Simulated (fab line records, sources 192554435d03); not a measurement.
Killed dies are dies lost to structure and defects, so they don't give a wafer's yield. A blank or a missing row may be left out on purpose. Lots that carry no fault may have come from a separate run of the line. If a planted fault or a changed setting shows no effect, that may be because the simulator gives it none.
Which tool did it? | flow n5Finfet | 24 lots, 72 wafers sampled, at 2 steps of a route of 1938

== WHAT EACH GAUGE READ, for each wafer ==
N5_BEOL_M5_CD_MEAS_28: target cd 30.6 nm, target cd y 20 nm. Usual: cdNm reads 30.6 nm (standard deviation 0.32).
lot  | measured     | on       | cdNm (nm)      | flag
L076 | day 9 15:30  | cdSem-02 | 30.7 30.3 30.2 | 
L074 | day 9 15:40  | cdSem-03 | 30.7 30.9 31.0 | 
L075 | day 9 15:44  | cdSem-03 | 30.0 30.3 30.3 | 
L077 | day 9 21:48  | cdSem-02 | 30.3 30.5 30.5 | 
L078 | day 10 01:49 | cdSem-02 | 30.3 30.3 30.5 | 
L079 | day 10 15:29 | cdSem-02 | 30.7 30.6 31.0 | 
L080 | day 10 23:47 | cdSem-01 | 31.0 30.9 30.8 | 
L081 | day 10 23:50 | cdSem-03 | 30.6 30.7 31.2 | 
L082 | day 11 06:35 | cdSem-03 | 30.7 30.4 29.8 | 
L083 | day 11 10:20 | cdSem-03 | 30.5 31.0 30.9 | 
L084 | day 11 15:25 | cdSem-03 | 30.7 31.1 30.7 | 
L085 | day 12 01:38 | cdSem-02 | 30.8 30.3 30.3 | 
L086 | day 12 16:44 | cdSem-03 | 30.3 30.5 30.3 | 
L088 | day 12 22:37 | cdSem-01 | 29.9 30.6 30.4 | 
L089 | day 12 22:40 | cdSem-02 | 30.2 30.4 30.6 | 
L087 | day 13 01:43 | cdSem-01 | 30.9 30.8 31.0 | 
L091 | day 13 04:22 | cdSem-03 | 30.8 31.1 30.6 | 
L090 | day 13 19:08 | cdSem-02 | 30.3 30.6 30.3 | 
L092 | day 14 00:07 | cdSem-02 | 31.0 30.4 30.4 | 
L093 | day 14 18:03 | cdSem-02 | 30.8 30.5 31.0 | 
L095 | day 14 22:15 | cdSem-03 | 30.6 30.3 30.2 | 
L094 | day 14 22:18 | cdSem-01 | 29.9 30.2 30.2 | 
L096 | day 15 08:40 | cdSem-01 | 30.4 30.8 30.8 | 
L097 | day 15 14:29 | cdSem-01 | 30.0 30.1 30.0 | 

== TOOL THAT RAN EACH LOT (tool first, then ch and the chambers of the sampled wafers, then the start) ==
lot  | N5_BEOL_M5_ETCH_62
L076 | rieDiel-02 ch 1,3, day 9 13:43
L074 | rieDiel-01 ch 1,2,3, day 9 14:02
L075 | rieDiel-06 ch 1,3, day 9 14:19
L077 | rieDiel-01 ch 0,3, day 9 20:03
L078 | rieDiel-06 ch 1,2,3, day 9 23:22
L079 | rieDiel-06 ch 0,1,2, day 10 14:23
L080 | rieDiel-06 ch 0,1,3, day 10 21:23
L081 | rieDiel-01 ch 2,3, day 10 21:54
L082 | rieDiel-01 ch 0,1,3, day 11 05:35
L083 | rieDiel-02 ch 0,1,3, day 11 07:38
L084 | rieDiel-02 ch 0,2,3, day 11 14:44
L085 | rieDiel-02 ch 0,1,2, day 12 00:43
L086 | rieDiel-01 ch 0,1,2, day 12 15:16
L088 | rieDiel-02 ch 0,1,2, day 12 21:56
L089 | rieDiel-01 ch 0,1,2, day 12 21:57
L087 | rieDiel-06 ch 0,1, day 13 00:49
L091 | rieDiel-06 ch 1,2,3, day 13 03:14
L090 | rieDiel-02 ch 0,2,3, day 13 17:41
L092 | rieDiel-02 ch 0,2,3, day 13 23:19
L093 | rieDiel-02 ch 0,2, day 14 15:35
L095 | rieDiel-02 ch 0,2,3, day 14 19:55
L094 | rieDiel-06 ch 0,3, day 14 20:00
L096 | rieDiel-06 ch 0,1,2, day 15 05:52
L097 | rieDiel-01 ch 2,3, day 15 12:59
- N5_BEOL_M5_ETCH_62: etches SOC in N2/H2, target depth 75 nm, overetch 15 nm, time 112.5 s.

== AS READ BY THE TOOLS THEMSELVES (means over the sampled wafers that have a number; for cases with no such wafer, the mark the record gives instead) ==
N5_BEOL_M5_ETCH_62. Usual: drypumpMotorCurrentA 6.1 A, standard deviation 0.45; oesProductAu 0.61 a.u., standard deviation 0.068; rfVppV 523 V, standard deviation 3.5; showerheadPlenumPTorr 2.50 Torr, standard deviation 0.12; throttleValvePct 17.9 %, standard deviation 0.33.
lot  | tool       | drypumpMotorCurrentA (A) | oesProductAu (a.u.) | rfVppV (V) | showerheadPlenumPTorr (Torr) | throttleValvePct (%) | flag
L076 | rieDiel-02 | 6.0                      | 0.58                | 523        | 2.50                         | 18.1                 | 
L074 | rieDiel-01 | 5.7                      | 0.57                | 524        | 2.53                         | 18.1                 | 
L075 | rieDiel-06 | 6.2                      | 0.60                | 519        | 2.37                         | 17.9                 | 
L077 | rieDiel-01 | 6.0                      | 0.56                | 522        | 2.52                         | 18.1                 | 
L078 | rieDiel-06 | 6.1                      | 0.59                | 521        | 2.46                         | 17.9                 | 
L079 | rieDiel-06 | 5.9                      | 0.66                | 523        | 2.49                         | 17.6                 | 
L080 | rieDiel-06 | 6.2                      | 0.64                | 520        | 2.42                         | 17.7                 | 
L081 | rieDiel-01 | 6.0                      | 0.56                | 523        | 2.53                         | 18.0                 | 
L082 | rieDiel-01 | 5.9                      | 0.55                | 523        | 2.51                         | 18.2                 | 
L083 | rieDiel-02 | 6.2                      | 0.62                | 525        | 2.58                         | 17.8                 | 
L084 | rieDiel-02 | 6.5                      | 0.62                | 522        | 2.49                         | 17.8                 | 
L085 | rieDiel-02 | 6.3                      | 0.64                | 524        | 2.56                         | 17.7                 | 
L086 | rieDiel-01 | 5.6                      | 0.57                | 523        | 2.53                         | 18.2                 | 
L088 | rieDiel-02 | 6.3                      | 0.63                | 524        | 2.55                         | 17.7                 | 
L089 | rieDiel-01 | 5.6                      | 0.56                | 523        | 2.52                         | 18.2                 | 
L087 | rieDiel-06 | 6.0                      | 0.64                | 520        | 2.39                         | 17.6                 | 
L091 | rieDiel-06 | 6.1                      | 0.65                | 524        | 2.56                         | 17.8                 | 
L090 | rieDiel-02 | 6.5                      | 0.62                | 522        | 2.48                         | 17.9                 | 
L092 | rieDiel-02 | 6.5                      | 0.62                | 522        | 2.48                         | 17.9                 | 
L093 | rieDiel-02 | 6.7                      | 0.62                | 521        | 2.45                         | 17.8                 | 
L095 | rieDiel-02 | 6.6                      | 0.61                | 522        | 2.48                         | 17.9                 | 
L094 | rieDiel-06 | 6.2                      | 0.72                | 524        | 2.56                         | 17.5                 | 
L096 | rieDiel-06 | 5.9                      | 0.62                | 522        | 2.48                         | 17.7                 | 
L097 | rieDiel-01 | 6.0                      | 0.70                | 523        | 2.52                         | 17.7                 | 

== THE ANSWER, worked out from the rows above alone ==
Rule: lot off if the mean of its wafers having a number is beyond 3 standard deviations from the usual mean. A lot without any number at a reading at which 4 lots or more have one is off too. All remaining lots with rows at the step are treated as sound. Order of review: gauges by route order, followed by the tools' own readings, for which a lot's mean as printed above is used. The first step at which some lot is off is used, and at that step the reading that is off furthest; a lot without a number counts as furthest.
No lot is off at any reading shown: from this, nothing can be told.

== WHAT HAD BEEN PUT IN BY THE SIMULATOR ==
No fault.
